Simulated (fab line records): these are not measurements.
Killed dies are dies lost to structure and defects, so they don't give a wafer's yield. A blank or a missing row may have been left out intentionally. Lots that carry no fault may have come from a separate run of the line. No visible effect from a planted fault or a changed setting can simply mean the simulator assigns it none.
fab line records + flow n5Finfet
record
- lots=5
- wafers=15
- lastDay=15
route steps=1938 shown SD_EPI_P@309 SD_ACTIVATION@330 ILD0@335 SDB@347 BEOL_M4@1111 PASSIVATION@1936
lots with no fault: from the same line, run without faults
startH: hours from the record's first day to the start of the lot's first wafer shown + waitH: hours since the lot's step before + " identical to the entry in the row above + L1.1+2: a row that stands for several wafers + - no value, or no start was given + * or withheld: withheld + < > ~ a bound
route shown NAME@n: names a module that has steps shown in the file, with the first one's number in the route + usual: average and standard deviation across the fault-free wafers + same: alike in all rows + chamber/n: place in a boat + sites: readings site by site + _std_site: the standard deviation of these + _edge_site: inner sites' mean taken away from outer sites' mean + radiusMm: how far each site lies from the wafer's centre + mask NAME#n: copy n + behind: the tool/chamber that last shaped the wafer + hold: cause of the lot's hold/its duration in hours/its outcome + device: transistor that didn't switch, given as n, p or np + end of line: the tests these same wafers got at the end of their route + for a step that has no rows: nothing shown but its recipe + killed: the dies lost at the first sort to structure and to defects; this is not the yield of the wafer + map: a wafer's dies, marking killed ones x, the rest . and places with no die _
set.NAME: the setting that was run; set.NAME@STEP: the one run at that earlier step + model.NAME: the simulator's own value behind a step, which no gauge read
lots at some steps of the route; a table a step, a row a wafer
## steps
# step N5_SD_EPI_P_STRIP_38
# recipe
- chemistry=N2/H2
- tempC=40
- n2FlowSccm=200
- h2FlowSccm=200
- rfFrequencyHz=6e+07
# step N5_SD_EPI_P_ETCHBACK_46
# recipe
- chemistry=CH3F/O2
- mode=anisotropicEtchback
- target=SiNx
- targetDepthA=175
- stopOn=SiO2
- overEtchFrac=0.3
- ionEnergyEv=120
- pressureMtorr=30
- sourceW=395
- biasW=73
- Ar_flow_sccm=150
- CH3F_flow_sccm=30
- O2_flow_sccm=20
# step N5_SD_EPI_P_ETCH_47
# recipe
- chemistry=CH3F/O2
- target=SiOCN
- targetDepthA=250
- maskMaterial=SOC
- ionEnergyEv=60
- biasW=29
- pressureMtorr=30
- sourceW=410
- Ar_flow_sccm=150
- CH3F_flow_sccm=30
- O2_flow_sccm=20
# step N5_SD_EPI_P_ETCH_16
# recipe
- chemistry=CHF3/O2
- target=SiO2
- targetDepthA=50
- maskMaterial=SOC
- pressureMtorr=30
- sourceW=650
- biasW=170
- Ar_flow_sccm=200
- CHF3_flow_sccm=50
- O2_flow_sccm=5
- ionEnergyEv=200
# step N5_SD_EPI_P_STRIP_50
# recipe
- chemistry=CHF3/O2
- resist=SiARC
- rfFrequencyHz=6e+07
# step N5_SD_EPI_P_SD_RECESS_17
# recipe
- chemistry=HBr/Cl2/O2
- targetDepthA=391
- btTimeS=3
- pressureMtorr=10
- icpW=800
- biasW=112
- HBr_flow_sccm=150
- Cl2_flow_sccm=80
- O2_flow_sccm=12
# step N5_SD_EPI_P_WET_ETCH_45
# recipe
- chemistry=dHF
- dilution=withheld
- timeS=10.7
- target=SiO2
- targetDepthA=20
- tempC=25
- dry=ipaMarangoni
- rinseTimeS=30
- rinseTempC=23
# step N5_SD_EPI_P_STRIP_40
# recipe
- chemistry=N2/H2
- powerW=1000
- tempC=250
- h2Frac=0.65
- overashFraction=0.3
- pressureMtorr=withheld
- n2FlowSccm=1750
- h2FlowSccm=3250
# step N5_SD_EPI_P_PRECLEAN_52
# recipe
- chemistry=O3/DIW
- timeS=60
- tempC=22
- o3Ppm=10
# step N5_SD_EPI_P_SRD_20
# recipe
- dry=ipaMarangoni
- doPpb=5
- timeS=30
- tempC=23
- rinseLiquid=diw
# step N5_SD_EPI_P_PRECLEAN_51
# recipe
- chemistry=NF3:NH3
- afsCycles=1
- tempC=30
- timeS=20
- sublimationTempC=180
- sublimationTimeS=60
- pressureTorr=3
- rfPowerW=30
# step N5_SD_EPI_P_VAPOR_ETCH_44
# recipe
- chemistry=NF3/Ar
- target=SiGe30
- tempC=25
- timeS=3.3
- mode=isotropic
# step N5_SD_EPI_P_EPI_21
# recipe
- material=SiGe:B
- dopant=B
- tempC=550
- pressureTorr=20
- ambient=H2
- timeS=355
| lot.wafer  | tool        | chamber | startH | waitH |
|------------|-------------|---------|--------|-------|
| L478.1+2+3 | epiRpcvd-02 | 0       | 108.93 | 0.1   |
| L479.1+3+6 | epiRpcvd-02 | 0       | 115.93 | 0.1   |
| L480.2+4+5 | epiRpcvd-02 | 0       | 123.86 | 0.5   |
| L481.1+3+5 | epiRpcvd-03 | 0       | 130.31 | 0.1   |
| L482.2+4+5 | epiRpcvd-02 | 0       | 133.99 | 0.6   |
# step N5_SD_EPI_P_HM_STRIP_48
# recipe
- chemistry=H3PO4
- tempC=160
- material=SiNx
- target=SiNx
- targetDepthA=30
- overetchFraction=0.3
# step N5_SD_EPI_P_SRD_49
# recipe
- dry=ipaMarangoni
- timeS=30
- tempC=23
- rinseLiquid=diw
# step N5_SD_EPI_P_PRECLEAN_24
# recipe
- chemistry=O3/DIW
- timeS=45
- tempC=22
- o3Ppm=10
# step N5_SD_EPI_P_PRECLEAN_32
# recipe
- chemistry=dHF
- timeS=10
- dilution=500:1
- tempC=25
# step N5_SD_EPI_P_PRECLEAN_33
# recipe
- chemistry=SC2
- timeS=45
- tempC=35
- mix=1:1:50
# step N5_SD_EPI_P_SRD_25
# recipe
- timeS=30
- tempC=23
- rinseLiquid=diw
- dry=ipaMarangoni
# step N5_SD_ACTIVATION_RTA_00
# recipe
- tempC=975
- timeS=0
- ambient=N2
- idleTempC=600
- rampUpCPerS=150
- rampDownCPerS=60
- coolToC=600
# step N5_SD_ACTIVATION_LSA_01
# recipe
- tempC=1080
- timeS=0.0008
- ambient=N2
# step N5_SD_ACTIVATION_RS_MEAS_03
# recipe
- thkMeasGauge=four-point-probe
# usual
- RS_SD_N=21.95/0.3
- RS_SD_P=55.8/0.84
| lot.wafer | tool         | chamber | startH | waitH | RS_SD_N[ohm/sq] | RS_SD_P[ohm/sq] |
|-----------|--------------|---------|--------|-------|-----------------|-----------------|
| L478.1    | filmMetro-01 | -       | 111.73 | 0.2   | 21.82           | 56.1            |
| L478.2    | "            | -       | "      | "     | 22.07           | 56.0            |
| L478.3    | "            | -       | "      | "     | 21.98           | 56.4            |
| L479.1    | filmMetro-02 | -       | 118.76 | 0.2   | 21.16           | 76.6            |
| L479.3    | "            | -       | "      | "     | 21.55           | 76.8            |
| L479.6    | "            | -       | "      | "     | 21.82           | 76.8            |
| L480.2    | filmMetro-01 | -       | 126.33 | 0.2   | 22.43           | 75.3            |
| L480.4    | "            | -       | "      | "     | 22.54           | 75.3            |
| L480.5    | "            | -       | "      | "     | 22.48           | 76.5            |
| L481.1    | filmMetro-02 | -       | 133.12 | 0.2   | 22.17           | 56.4            |
| L481.3    | "            | -       | "      | "     | 21.85           | 56.9            |
| L481.5    | "            | -       | "      | "     | 22.06           | 55.5            |
| L482.2    | filmMetro-02 | -       | 137.12 | 0.2   | 21.83           | 74.1            |
| L482.4    | "            | -       | "      | "     | 22.09           | 74.3            |
| L482.5    | "            | -       | "      | "     | 22.29           | 74.5            |
# step N5_ILD0_LINER_00
# recipe
- material=SiNx
- targetThkA=40
- tempC=400
- aldPrecursorFamily=SiH2I2
- aldCoReactant=N2/H2-plasma
- pulseTimeS=1
- purgeTimeS=2
- coReactantPurgeTimeS=2
- aldCycles=80
- pressureTorr=2
# step N5_ILD0_FCVD_FILL_01
# recipe
- material=SiO2_flowable
- targetThkA=2000
- tempC=100
- pressureTorr=0.8
- rfW=2000
- timeS=328.3
# step N5_ILD0_CURE_02
# recipe
- tempC=450
- timeS=1800
- ambient=steam
- idleTempC=400
- rampUpCPerMin=5
- rampDownCPerMin=3
- densificationPH2oTorr=640
# step N5_ILD0_CMP_03
# recipe
- stopOn=SiNx
- tOverpolishS=1.9
- postCmpClean=alkalineBrush
- downForcePsi=4.1491
- platenRpm=51.796
- padVelocityMS=1.0306
- targetThkNm=197.38
# step N5_ILD0_CMP_07
# recipe
- stopOn=poly-Si
- material=SiO2_flowable
- tOverpolishS=1.18
- postCmpClean=alkalineBrush
- downForcePsi=4.1491
- platenRpm=51.796
- padVelocityMS=1.0306
- targetThkNm=138.88
# step N5_ILD0_PRECLEAN_10
# recipe
- chemistry=NF3:NH3
- afsCycles=5
- timeS=20
- tempC=30
- sublimationTempC=180
- sublimationTimeS=60
- pressureTorr=3
- rfPowerW=30
# step N5_ILD0_ALD_15
# recipe
- material=SiNx
- targetThkA=240
- tempC=400
- aldPrecursorFamily=SiH2I2
- aldCoReactant=N2/H2-plasma
- pulseTimeS=1
- aldCycles=480
- purgeTimeS=2
- coReactantPurgeTimeS=2
- pressureTorr=2
# step N5_ILD0_CMP_12
# recipe
- stopOn=poly-Si
- material=SiNx
- tOverpolishS=6
- postCmpClean=alkalineBrush
- downForcePsi=2.5
- platenRpm=51.8
- padVelocityMS=1.0307
- targetThkNm=17.67
# step N5_SDB_HM_DEP_00
# recipe
- material=SiNx
- targetThkA=400
- tempC=400
- precursor=SiH4/NH3/N2
- pressureTorr=1.5
- rfW=300
- timeS=35.3
# step N5_SDB_COAT_03
# recipe
- resist=SOC
- tempC=250
- timeS=60
- spinRpm=1500
- resistThkNm=100
# step N5_SDB_COAT_04
# recipe
- resist=SiARC
- tempC=220
- timeS=60
- spinRpm=1500
- resistThkNm=18
# step N5_SDB_COAT_05
# recipe
- resist=CAR-ArF
- spinRpm=1500
- resistThkNm=90
# step N5_BEOL_M4_RC_MEAS_101
# usual
- DIBL_N=36.3/1.6
- DIBL_P=36.2/2
- IOFF_N=0.160/0.028
- IOFF_P=0.21/0.036
- ION_N=677/11
- ION_P=465/6.9
- RC_DENSE_P=23.7/0.65
- RC_P=19.3/0.5
- REXT_P=99.4/2
- RS_SD_P=65.5/0.97
- SS_N=71.5/0.55
- SS_P=73.3/0.64
- VT_N=250/3
- VT_P=-250/3.5
| lot.wafer | tool      | chamber | startH | waitH | DIBL_N[mV/V] | DIBL_P[mV/V] | IOFF_N[nA/um] | IOFF_P[nA/um] | ION_N[uA/um] | ION_P[uA/um] | RC_DENSE_P[ohm.um] | RC_P[ohm.um] | REXT_P[ohm.um] | RS_SD_P[ohm/sq] | SS_N[mV/dec] | SS_P[mV/dec] | VT_N[mV] | VT_P[mV] |
|-----------|-----------|---------|--------|-------|--------------|--------------|---------------|---------------|--------------|--------------|--------------------|--------------|----------------|-----------------|--------------|--------------|----------|----------|
| L478.1    | prober-01 | 0       | 230.68 | 0.0   | 36.1         | 37.4         | 0.149         | 0.25          | 661          | 461          | 23.5               | 19.3         | 96.8           | 65.7            | 72.0         | 73.7         | 252      | -247     |
| L478.2    | "         | 0       | "      | "     | 36.0         | 36.1         | 0.145         | 0.22          | 676          | 469          | 23.9               | 19.6         | 97.9           | 64.9            | 71.0         | 72.5         | 251      | -249     |
| L478.3    | "         | 0       | "      | "     | 39.1         | 41.1         | 0.211         | 0.32          | 675          | 471          | 24.4               | 20.0         | 98.4           | 66.4            | 72.6         | 74.5         | 245      | -241     |
| L480.2    | prober-01 | 0       | 235.28 | 0.2   | 37.1         | 35.0         | 0.179         | 0.18          | 692          | 449          | 28.9               | 23.7         | 124.8          | 85.7            | 72.2         | 73.9         | 246      | -252     |
| L480.4    | "         | 0       | "      | "     | 37.8         | 36.4         | 0.207         | 0.18          | 686          | 445          | 29.9               | 24.4         | 128.1          | 86.0            | 71.9         | 74.0         | 246      | -253     |
| L480.5    | "         | 0       | "      | "     | 37.2         | 35.9         | 0.189         | 0.18          | 689          | 448          | 30.4               | 24.5         | 127.7          | 87.3            | 71.4         | 74.2         | 248      | -255     |
| L479.1    | prober-01 | 0       | 238.41 | 0.0   | 37.8         | 37.4         | 0.183         | 0.18          | 669          | 433          | 30.0               | 24.2         | 121.2          | 88.5            | 72.0         | 73.6         | 250      | -254     |
| L479.3    | "         | 0       | "      | "     | 36.9         | 35.8         | 0.185         | 0.15          | 682          | 435          | 29.9               | 24.6         | 124.4          | 88.7            | 72.1         | 72.9         | 248      | -254     |
| L479.6    | "         | 0       | "      | "     | 35.4         | 34.1         | 0.150         | 0.15          | 673          | 436          | 30.6               | 24.5         | 123.2          | 88.6            | 71.8         | 72.5         | 249      | -258     |
| L481.1    | prober-02 | 0       | 240.26 | 0.0   | 35.6         | 33.1         | 0.130         | 0.17          | 673          | 462          | 22.9               | 18.6         | 101.3          | 66.1            | 71.7         | 73.1         | 254      | -255     |
| L481.3    | "         | 0       | "      | "     | 36.5         | 33.7         | 0.143         | 0.18          | 667          | 455          | 23.3               | 19.1         | 101.7          | 66.7            | 72.3         | 73.3         | 252      | -254     |
| L481.5    | "         | 0       | "      | "     | 37.0         | 34.1         | 0.132         | 0.18          | 665          | 459          | 22.5               | 18.4         | 100.0          | 65.4            | 72.1         | 73.2         | 255      | -254     |
| L482.2    | prober-01 | 0       | 242.34 | 0.2   | 34.7         | 32.2         | 0.135         | 0.12          | 667          | 438          | 29.2               | 23.7         | 129.0          | 86.2            | 71.7         | 72.6         | 251      | -261     |
| L482.4    | "         | 0       | "      | "     | 34.2         | 30.4         | 0.116         | 0.11          | 658          | 429          | 29.1               | 23.9         | 127.4          | 85.9            | 72.3         | 72.3         | 258      | -260     |
| L482.5    | "         | 0       | "      | "     | 35.6         | 33.5         | 0.153         | 0.14          | 675          | 441          | 29.2               | 23.9         | 128.6          | 86.4            | 72.1         | 73.9         | 249      | -259     |
# step N5_PASSIVATION_PROBE_49
# usual
- defectLimitedYield=91.2/1.5
- killed_at_M0_to_M3=36/10
- killed_at_M4_up=13/6
- killedAtContacts=11/5.2
- killedAtFrontEnd=40/11
- killedAtOther=3.1/2.9
- killedDies=104/17
- killedOpen=66/12
- killedShort=34/7.7
- sort_bin_5_function=5.1/0.91
- sort_bin_6_memory=3.2/0.67
- sort_bin_8_speed=0.00/0.0074
- sortNPass=1076/17
- sortYieldPct=91.2/1.5
# same
- grossDies=1180
- killedAtBackSide=0
- sort_bin_4_leakage[%]=0
| lot.wafer | tool      | chamber | startH | waitH | defectLimitedYield[%] | killed_at_M0_to_M3 | killed_at_M4_up | killedAtContacts | killedAtFrontEnd | killedAtOther | killedDies | killedOpen | killedShort | sort_bin_5_function[%] | sort_bin_6_memory[%] | sort_bin_8_speed[%] | sortNPass | sortYieldPct[%] |
|-----------|-----------|---------|--------|-------|-----------------------|--------------------|-----------------|------------------|------------------|---------------|------------|------------|-------------|------------------------|----------------------|---------------------|-----------|-----------------|
| L479.1    | prober-02 | -       | 339.95 | 0.0   | 92.5                  | 34                 | 8               | 12               | 33               | 1             | 88         | 55         | 29          | 4.7                    | 2.5                  | 2.12                | 1067      | 90.4            |
| L479.3    | prober-02 | -       | 340.05 | 0.1   | 91.4                  | 33                 | 13              | 13               | 41               | 2             | 102        | 61         | 37          | 4.9                    | 3.2                  | 1.36                | 1062      | 90.0            |
| L479.6    | prober-02 | -       | 340.20 | 0.3   | 92.6                  | 25                 | 19              | 11               | 27               | 5             | 87         | 54         | 29          | 4.0                    | 2.9                  | 1.69                | 1073      | 90.9            |
| L480.2    | prober-02 | -       | 344.56 | 0.1   | 91.1                  | 30                 | 7               | 20               | 46               | 2             | 105        | 63         | 31          | 4.9                    | 2.7                  | 0                   | 1075      | 91.1            |
| L480.4    | prober-02 | -       | 344.66 | 0.2   | 92.6                  | 36                 | 7               | 12               | 32               | 0             | 87         | 54         | 32          | 4.2                    | 2.9                  | 0                   | 1093      | 92.6            |
| L480.5    | prober-02 | -       | 344.71 | 0.2   | 90.0                  | 29                 | 10              | 21               | 52               | 6             | 118        | 72         | 33          | 5.4                    | 3.3                  | 0                   | 1062      | 90.0            |
| L482.2    | prober-02 | -       | 352.96 | 0.7   | 93.0                  | 37                 | 6               | 6                | 32               | 2             | 83         | 44         | 34          | 3.4                    | 3.2                  | 1.78                | 1076      | 91.2            |
| L482.4    | prober-02 | -       | 353.06 | 0.8   | 91.5                  | 35                 | 7               | 9                | 42               | 7             | 100        | 61         | 35          | 4.2                    | 3.4                  | 10.00               | 962       | 81.5            |
| L482.5    | prober-02 | -       | 353.11 | 0.9   | 92.0                  | 32                 | 10              | 17               | 33               | 2             | 94         | 67         | 25          | 4.7                    | 2.8                  | 0.08                | 1085      | 91.9            |
# killed by level:class
L479.1 BEOL_M2:geometricParticle:open=12 DUMMY_GATE:geometricParticle:open=8 MOL_CONTACT_COAG:geometricParticle:open=8 STI_FIN_REVEAL:geometricParticle:open=7 BEOL_M0_SAQP:geometricParticle:short=5 BEOL_M2:geometricParticle:short=4 MOL_CONTACT_COAG:geometricParticle:short=4 BEOL_M0_SAQP:geometricParticle:open=4
L479.3 DUMMY_GATE:geometricParticle:open=11 MOL_CONTACT_COAG:geometricParticle:open=10 BEOL_M0_SAQP:geometricParticle:short=7 FIN_SAQP:geometricParticle:open=6 BEOL_M0:geometricParticle:open=6 BEOL_M3:geometricParticle:open=5 DUMMY_GATE:geometricParticle:short=4 GATE_CUT:geometricParticle:open=4
L479.6 MOL_CONTACT_COAG:geometricParticle:open=9 STI_FIN_REVEAL:geometricParticle:open=7 BEOL_M0_SAQP:geometricParticle:short=6 BEOL_M5:geometricParticle:open=5 STARTING-WAFER:geometricParticle:open=5 DUMMY_GATE:geometricParticle:open=4 BEOL_M0_SAQP:geometricParticle:open=4 BEOL_M1:geometricParticle:open=4
L480.2 STI_FIN_REVEAL:geometricParticle:open=15 MOL_CONTACT_COAG:geometricParticle:open=14 HKMG_FIN:areaEtch=9 BEOL_M0_SAQP:geometricParticle:open=8 FIN_SAQP:geometricParticle:short=6 MOL_CONTACT_COAG:geometricParticle:short=6 BEOL_M0_SAQP:geometricParticle:short=6 BEOL_M4:geometricParticle:open=6
L480.4 MOL_CONTACT_COAG:geometricParticle:open=10 FIN_SAQP:geometricParticle:short=9 BEOL_M1:geometricParticle:open=9 BEOL_M2:geometricParticle:open=9 FIN_SAQP:geometricParticle:open=5 BEOL_M0_SAQP:geometricParticle:short=5 BEOL_M0_SAQP:geometricParticle:open=4 STI_FIN_REVEAL:geometricParticle:open=3
L480.5 MOL_CONTACT_COAG:geometricParticle:open=19 HKMG_FIN:areaEtch=11 BEOL_M1:geometricParticle:open=8 FIN_SAQP:geometricParticle:short=7 DUMMY_GATE:geometricParticle:open=6 GATE_CUT:geometricParticle:short=6 GATE_CUT:geometricParticle:open=5 BEOL_M0_SAQP:geometricParticle:open=5
L482.2 BEOL_M3:geometricParticle:open=9 FIN_SAQP:geometricParticle:short=7 BEOL_M0_SAQP:geometricParticle:open=7 BEOL_M0_SAQP:geometricParticle:short=7 MOL_CONTACT_COAG:geometricParticle:open=6 DUMMY_GATE:geometricParticle:open=4 GATE_CUT:geometricParticle:open=4 GATE_CUT:geometricParticle:short=3
L482.4 FIN_SAQP:geometricParticle:short=9 FIN_SAQP:geometricParticle:open=9 MOL_CONTACT_COAG:geometricParticle:open=9 BEOL_M0_SAQP:geometricParticle:short=8 GATE_CUT:geometricParticle:short=7 BEOL_M3:geometricParticle:open=7 BEOL_M2:geometricParticle:open=7 DUMMY_GATE:geometricParticle:open=6
L482.5 MOL_CONTACT_COAG:geometricParticle:open=16 BEOL_M3:geometricParticle:open=8 BEOL_M0_SAQP:geometricParticle:short=7 FIN_SAQP:geometricParticle:open=6 BEOL_M0_SAQP:geometricParticle:open=6 BEOL_M4:geometricParticle:open=6 FIN_SAQP:geometricParticle:short=5 DUMMY_GATE:geometricParticle:open=5
# map L479.3 (x killed, . not)
_________________........x...________________
______________x............x...x_____________
___________.............x..........__________
__________.........................._________
________xx............................_______
_______...x..x.........................______
______..x...................x...x.....x._____
_____...........x..............x.....x..x____
____..............x.........x.....x.x.x...___
___.x..................x.x.................__
___.......x........x............x..........__
__...........................x....x........._
__....x...x..x.........................x...._
_........x.....................x..x...x...x..
_.x............x.......x....x....x.........x.
_...x.....x...x.................x........x...
_....x.......x.............x.................
_................x..x.x......................
_..xx.........x.........x....................
_............x..................x............
_..........x........x........................
__...xx..xx..x................x...x..x......_
__.x....x...x.......x......................._
___...............xx......................x__
___..x......x.........................xxx..__
____...x.......x...........x.......x..x.x.___
_____...............x....................____
______....x....x.............x......x.x._____
_______...x............................______
________.............................x_______
__________...........x.............._________
___________..x.....................__________
______________.x..............x._____________
_________________............________________
# map L480.5 (x killed, . not)
_________________....x.......________________
______________x........x......xx_____________
___________.........x..........x...__________
__________...x......................_________
________...........x................x._______
_______.............x...x.x...........x______
______....x....x.......x..x............._____
_____.......x.....................x......____
____x..x......x........x.............xx...___
___.........x.............x........x......x__
___......x.x.........x....x................__
__.....................................x.x.._
__.................x........................_
_....................x.....x............xx.x.
_................xx......................x...
_.x........................x...x.x...x....xx.
_...xx.........x.........x.....x....x........
_.........x.x............x.............x..x..
_x..........x.....x...x....x.....x.....x.....
_................x..x.........x...x.....x..x.
_..x.................x..x.....x...x....x.....
__....x........................x............_
__......................xx................x._
___...........xx...................x.......__
___..x.......................x.............__
____.xx...............x...................___
_____......x..................x..........____
______x....................x.........x.._____
_______.........x.....x.............x..______
________....xx......x...x............._______
__________....xx....x....x.....x..x._________
___________.x....x.......x.........__________
______________................x._____________
_________________..........x.________________
## key
firstSign
- step=N5_SD_ACTIVATION_RS_MEAS_03
- reading=RS_SD_P
- direction=up
- sigmas=24
- usual=55.8
- struck=75.6
effect
- step=N5_BEOL_M4_RC_MEAS_101
- reading=RS_SD_P
- direction=up
- sigmas=22
- usual=65.5
- struck=87.0
effect
- step=N5_BEOL_M4_RC_MEAS_101
- reading=REXT_P
- direction=up
- sigmas=13
- usual=99.4
- struck=126.1
effect
- step=N5_BEOL_M4_RC_MEAS_101
- reading=RC_P
- direction=up
- sigmas=9.7
- usual=19.3
- struck=24.2
effect
- step=N5_BEOL_M4_RC_MEAS_101
- reading=RC_DENSE_P
- direction=up
- sigmas=9.2
- usual=23.7
- struck=29.7
effect
- step=N5_BEOL_M4_RC_MEAS_101
- reading=ION_P
- direction=down
- sigmas=3.7
- usual=465
- struck=439
effect
- step=N5_BEOL_M4_RC_MEAS_101
- reading=VT_P
- direction=down
- sigmas=1.8
- usual=-250
- struck=-256
effect
- step=N5_BEOL_M4_RC_MEAS_101
- reading=IOFF_P
- direction=down
- sigmas=1.6
- usual=0.21
- struck=0.15
effect
- step=N5_PASSIVATION_PROBE_49
- reading=sort_bin_8_speed
- direction=up
- sigmas=22
- usual=0.00
- struck=1.89
- wafersMoved=5
metAt N5_SD_EPI_P_EPI_21
struckWafers L479.1,L479.3,L479.6,L480.2,L480.4,L480.5,L482.2,L482.4,L482.5
baselineLoss
- step=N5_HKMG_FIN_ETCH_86
- wafers=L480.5
onsetBetween 108.93 115.93
fault
- kind=processParameterDrift
- tool=epiRpcvd-02
- chamber=-
- onsetH=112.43
- steps=N5_SD_EPI_P_EPI_21
- channel=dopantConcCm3
- offset=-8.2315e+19
- shape=step
- endH=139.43
- actsIn=theseRecipesOnly
- stated=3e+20
# baselineLoss: these wafers lose ten dies or more at that step, a loss of the line's own and not of a fault; the sort's usual values leave them out
